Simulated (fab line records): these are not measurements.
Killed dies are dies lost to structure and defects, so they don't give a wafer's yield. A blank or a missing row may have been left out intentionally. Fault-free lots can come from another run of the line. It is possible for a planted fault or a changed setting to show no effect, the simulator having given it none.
What tool caused it? | flow nand_harc | 11 lots, 33 wafers sampled, at 5 steps of a route of 1159

## WHAT THE GAUGES SHOWED, per wafer
NHARC_END_SORT_01. Usual: killed_at_array 26, standard deviation 9.9; killed_at_other 0.8, standard deviation 1; killed_at_periphery 2.8, standard deviation 2.2; killed_dies 29, standard deviation 9.9; killed_open 3.2, standard deviation 1.8; killed_short 2.1, standard deviation 1.4.
lot  | measured     | on        | killed_at_array | killed_at_other | killed_at_periphery | killed_dies | killed_open | killed_short | flag
L341 | day 21 00:56 | prober-02 | 39 31 43        | 0 2 1           | 2 0 0               | 41 33 44    | 6 3 6       | 1 1 1        |
L348 | day 22 08:06 | prober-01 | 12 21 674       | 0 0 0           | 1 1 3               | 13 22 677   | 2 6 6       | 2 4 7        | OFF
L349 | day 22 22:02 | prober-02 | 669 34 675      | 1 0 0           | 7 7 2               | 677 41 677  | 2 6 3       | 2 0 2        | OFF
L352 | day 23 12:40 | prober-02 | 29 12 675       | 2 2 1           | 4 3 1               | 35 17 677   | 4 2 0       | 2 2 2        | OFF

## WHICH TOOL RAN EACH LOT (tool, then ch and the chambers of the sampled wafers, then the start)
lot  | NHARC_A_STAIRCASE_DESCUM_11        | NHARC_A_STAIRCASE_TRIM_12          | NHARC_A_STAIRCASE_ETCH_15          | NHARC_A_STAIRCASE_TRIM_16
L339 | rie_diel-02 ch 1,3, day 12 00:04   | rie_diel-02 ch 0,3, day 12 00:19   | rie_diel-02 ch 0,1, day 12 01:01   | rie_diel-02 ch 0,1,3, no start
L341 | rie_diel-08 ch 1,3, day 12 08:15   | rie_diel-08 ch 1,2, day 12 08:19   | rie_diel-08 ch 1,2,3, day 12 08:43 | rie_diel-08 ch 0,3, day 21 00:56 or earlier
L343 | rie_diel-08 ch 0,3, day 12 18:22   | rie_diel-08 ch 1,3, day 12 18:28   | rie_diel-08 ch 1,2, day 12 18:50   | rie_diel-08 ch 0,1,3, no start
L345 | rie_diel-02 ch 1,2, day 13 11:34   | rie_diel-02 ch 0,1, day 13 11:40   | rie_diel-02 ch 0,1,2, day 13 12:02 | rie_diel-02 ch 0,1, no start
L346 | rie_diel-08 ch 0,1,2, day 13 23:12 | rie_diel-08 ch 0,1,2, day 13 23:17 | rie_diel-08 ch 1,2,3, day 13 23:44 | rie_diel-08 ch 0,1,3, no start
L347 | rie_diel-08 ch 1,3, day 13 23:15   | rie_diel-08 ch 0,2, day 13 23:23   | rie_diel-08 ch 1,2,3, day 13 23:50 | rie_diel-08 ch 0,1,2, no start
L348 | rie_diel-08 ch 1,2,3, day 14 03:12 | rie_diel-08 ch 1,2,3, day 14 03:25 | rie_diel-08 ch 0,2,3, day 14 03:49 | rie_diel-08 ch 0,1,3, day 22 08:06 or earlier
L350 | rie_diel-07 ch 0,2,3, day 14 12:53 | rie_diel-07 ch 0,1,2, day 14 12:58 | rie_diel-07 ch 0,1, day 14 13:20   | rie_diel-07 ch 0,2, no start
L349 | rie_diel-08 ch 1,2,3, day 14 12:56 | rie_diel-08 ch 0,1,3, day 14 13:02 | rie_diel-08 ch 1,3, day 14 13:24   | rie_diel-08 ch 0,2,3, day 22 22:02 or earlier
L352 | rie_diel-08 ch 0,1,3, day 14 23:56 | rie_diel-08 ch 0,2,3, day 15 00:02 | rie_diel-08 ch 0,3, day 15 00:37   | rie_diel-08 ch 0,2, day 23 12:40 or earlier
L351 | rie_diel-07 ch 0,2, day 15 00:11   | rie_diel-07 ch 0,1,3, day 15 00:16 | rie_diel-07 ch 1,2, day 15 00:49   | rie_diel-07 ch 0,1, no start
- NHARC_A_STAIRCASE_DESCUM_11: chemistry O2, time 3 s.
- NHARC_A_STAIRCASE_TRIM_12: chemistry O2, time 211.2 s.
- NHARC_A_STAIRCASE_ETCH_15: etches the open film in C4F8/O2, target depth 100 nm, time 40.5 s.
- NHARC_A_STAIRCASE_TRIM_16: chemistry O2, time 211.2 s.

## WHAT THE TOOLS THEMSELVES READ (means of the sampled wafers that have a number; where no wafer has one, the mark that the record gives instead)
NHARC_A_STAIRCASE_DESCUM_11. Usual: drypump_motor_current_A 5.7 A, standard deviation 0.57; oes_product_au 0.999 a.u., standard deviation 0.0084; rf_vpp_V 57.8 V, standard deviation 0.92; showerhead_plenum_p_Torr 1.94 Torr, standard deviation 0.092; throttle_valve_pct 11.313 %, standard deviation 0.0095.
lot  | tool        | drypump_motor_current_A (A) | oes_product_au (a.u.) | rf_vpp_V (V) | showerhead_plenum_p_Torr (Torr) | throttle_valve_pct (%) | flag
L339 | rie_diel-02 | 5.3                         | 0.996                 | 57.4         | 1.91                            | 11.306                 |
L341 | rie_diel-08 | 6.3                         | 1.007                 | 56.6         | 1.97                            | 11.314                 |
L343 | rie_diel-08 | 6.1                         | 0.999                 | 58.9         | 1.98                            | 11.309                 |
L345 | rie_diel-02 | 5.6                         | 1.003                 | 57.9         | 1.96                            | 11.304                 |
L346 | rie_diel-08 | 6.2                         | 0.999                 | 57.5         | 1.91                            | 11.311                 |
L347 | rie_diel-08 | 6.4                         | 1.006                 | 57.9         | 1.96                            | 11.316                 |
L348 | rie_diel-08 | 6.4                         | 1.008                 | 58.0         | 1.91                            | 11.308                 |
L350 | rie_diel-07 | 5.2                         | 0.993                 | 58.4         | 1.93                            | 11.307                 |
L349 | rie_diel-08 | 6.4                         | 1.008                 | 57.7         | 1.91                            | 11.320                 |
L352 | rie_diel-08 | 6.3                         | 0.998                 | 58.8         | 1.97                            | 11.318                 |
L351 | rie_diel-07 | 5.0                         | 0.996                 | 58.7         | 1.97                            | 11.317                 |

NHARC_A_STAIRCASE_TRIM_12. Usual: drypump_motor_current_A 5.7 A, standard deviation 0.58; oes_product_au 1.000 a.u., standard deviation 0.0083; rf_vpp_V 57.8 V, standard deviation 0.95; showerhead_plenum_p_Torr 3.57 Torr, standard deviation 0.17; throttle_valve_pct 17.036 %, standard deviation 0.0094.
lot  | tool        | drypump_motor_current_A (A) | oes_product_au (a.u.) | rf_vpp_V (V) | showerhead_plenum_p_Torr (Torr) | throttle_valve_pct (%) | flag
L339 | rie_diel-02 | 5.6                         | 1.012                 | 57.9         | 3.62                            | 17.025                 |
L341 | rie_diel-08 | 6.3                         | 1.012                 | 57.7         | 3.42                            | 17.031                 |
L343 | rie_diel-08 | 6.4                         | 1.006                 | 58.3         | 3.63                            | 17.039                 |
L345 | rie_diel-02 | 5.4                         | 1.001                 | 58.4         | 3.67                            | 17.037                 |
L346 | rie_diel-08 | 6.2                         | 1.004                 | 57.8         | 3.52                            | 17.039                 |
L347 | rie_diel-08 | 6.1                         | 0.997                 | 57.8         | 3.54                            | 17.033                 |
L348 | rie_diel-08 | 6.3                         | 0.999                 | 56.3         | 3.51                            | 17.034                 |
L350 | rie_diel-07 | 4.9                         | 0.998                 | 58.4         | 3.64                            | 17.039                 |
L349 | rie_diel-08 | 6.3                         | 1.004                 | 57.7         | 3.62                            | 17.036                 |
L352 | rie_diel-08 | 6.2                         | 1.006                 | 57.5         | 3.52                            | 17.043                 |
L351 | rie_diel-07 | 5.1                         | 0.998                 | 58.2         | 3.56                            | 17.042                 |

NHARC_A_STAIRCASE_ETCH_15. Usual: bias_w 1000.3 W, standard deviation 2.7; oes_product_au 0.941 a.u., standard deviation 0.01; rf_vpp_V 898 V, standard deviation 5.8; run_length_s 61.8 s, standard deviation 0.38.
lot  | tool        | bias_w (W) | oes_product_au (a.u.) | rf_vpp_V (V) | run_length_s (s) | flag
L339 | rie_diel-02 | 1000.1     | 0.935                 | 903          | 61.8             |
L341 | rie_diel-08 | 1002.6     | 0.952                 | 896          | 61.5             |
L343 | rie_diel-08 | 999.5      | 0.941                 | 895          | 61.7             |
L345 | rie_diel-02 | 996.4      | 0.944                 | 900          | 61.6             |
L346 | rie_diel-08 | 998.8      | 0.949                 | 896          | 61.8             |
L347 | rie_diel-08 | 1001.5     | 0.938                 | 896          | 61.7             |
L348 | rie_diel-08 | 1000.3     | 0.941                 | 895          | 57.5             | OFF
L350 | rie_diel-07 | 1003.1     | 0.938                 | 900          | 62.1             |
L349 | rie_diel-08 | 1002.6     | 0.960                 | 899          | 52.9             | OFF
L352 | rie_diel-08 | 1003.5     | 0.934                 | 899          | 57.0             | OFF
L351 | rie_diel-07 | 999.1      | 0.940                 | 897          | 62.1             |

NHARC_A_STAIRCASE_TRIM_16. Usual: drypump_motor_current_A 5.7 A, standard deviation 0.59; oes_product_au 0.999 a.u., standard deviation 0.007; rf_vpp_V 57.8 V, standard deviation 0.98; showerhead_plenum_p_Torr 3.57 Torr, standard deviation 0.16; throttle_valve_pct 17.036 %, standard deviation 0.0094.
lot  | tool        | drypump_motor_current_A (A) | oes_product_au (a.u.) | rf_vpp_V (V) | showerhead_plenum_p_Torr (Torr) | throttle_valve_pct (%) | flag
L339 | rie_diel-02 | 5.5                         | 1.002                 | 57.9         | 3.57                            | 17.039                 |
L341 | rie_diel-08 | 6.2                         | 1.004                 | 57.7         | 3.64                            | 17.030                 |
L343 | rie_diel-08 | 6.3                         | 1.000                 | 57.9         | 3.63                            | 17.036                 |
L345 | rie_diel-02 | 5.6                         | 0.997                 | 58.5         | 3.73                            | 17.046                 |
L346 | rie_diel-08 | 6.3                         | 1.002                 | 57.6         | 3.63                            | 17.038                 |
L347 | rie_diel-08 | 6.3                         | 1.007                 | 57.7         | 3.52                            | 17.032                 |
L348 | rie_diel-08 | 6.3                         | 1.002                 | 57.3         | 3.63                            | 17.037                 |
L350 | rie_diel-07 | 5.0                         | 0.996                 | 56.9         | 3.63                            | 17.042                 |
L349 | rie_diel-08 | 6.2                         | 1.000                 | 57.7         | 3.52                            | 17.042                 |
L352 | rie_diel-08 | 6.2                         | 1.011                 | 57.5         | 3.42                            | 17.027                 |
L351 | rie_diel-07 | 4.8                         | 0.997                 | 58.3         | 3.72                            | 17.030                 |

## THE ANSWER, worked out from the rows above alone
Rule: take the mean of a lot's wafers that have a number; if it is more than 3 standard deviations from the usual mean, the lot is off. Also off: a lot with no number at a reading for which 4 or more lots have one. Any other lot the step has rows for is counted as sound. First the gauges in route order, then the tools' own readings, where a lot's mean is used as printed above. At the first step where some lot is off, the reading lying furthest off is the one used; lots without a number count as furthest.
Off: L348, L349, L352 (NHARC_END_SORT_01, killed_dies). Neither off nor sound, because the step has no rows for them: L339, L343, L345, L346, L347, L350, L351.
If a tool, at a process step before that reading, ran all the lots that are off and no sound lot after the first of them, it fits. Not tried: the gauges at NHARC_END_SORT_01; whatever is off there is also off at NHARC_A_STAIRCASE_ETCH_15, on other tools, and gauge error can't account for it. NHARC_A_STAIRCASE_TRIM_16: start missing for some lots; hours and lot order therefore follow NHARC_END_SORT_01. One fits: rie_diel-08 at NHARC_A_STAIRCASE_DESCUM_11 and NHARC_A_STAIRCASE_TRIM_12 and NHARC_A_STAIRCASE_ETCH_15 and NHARC_A_STAIRCASE_TRIM_16. At NHARC_A_STAIRCASE_DESCUM_11 its last sound lot is L341 (day 12 08:15), its first lot that is off L348 (day 14 03:12): a fault that began between those two fits.

## WHAT THE SIMULATOR PUT IN
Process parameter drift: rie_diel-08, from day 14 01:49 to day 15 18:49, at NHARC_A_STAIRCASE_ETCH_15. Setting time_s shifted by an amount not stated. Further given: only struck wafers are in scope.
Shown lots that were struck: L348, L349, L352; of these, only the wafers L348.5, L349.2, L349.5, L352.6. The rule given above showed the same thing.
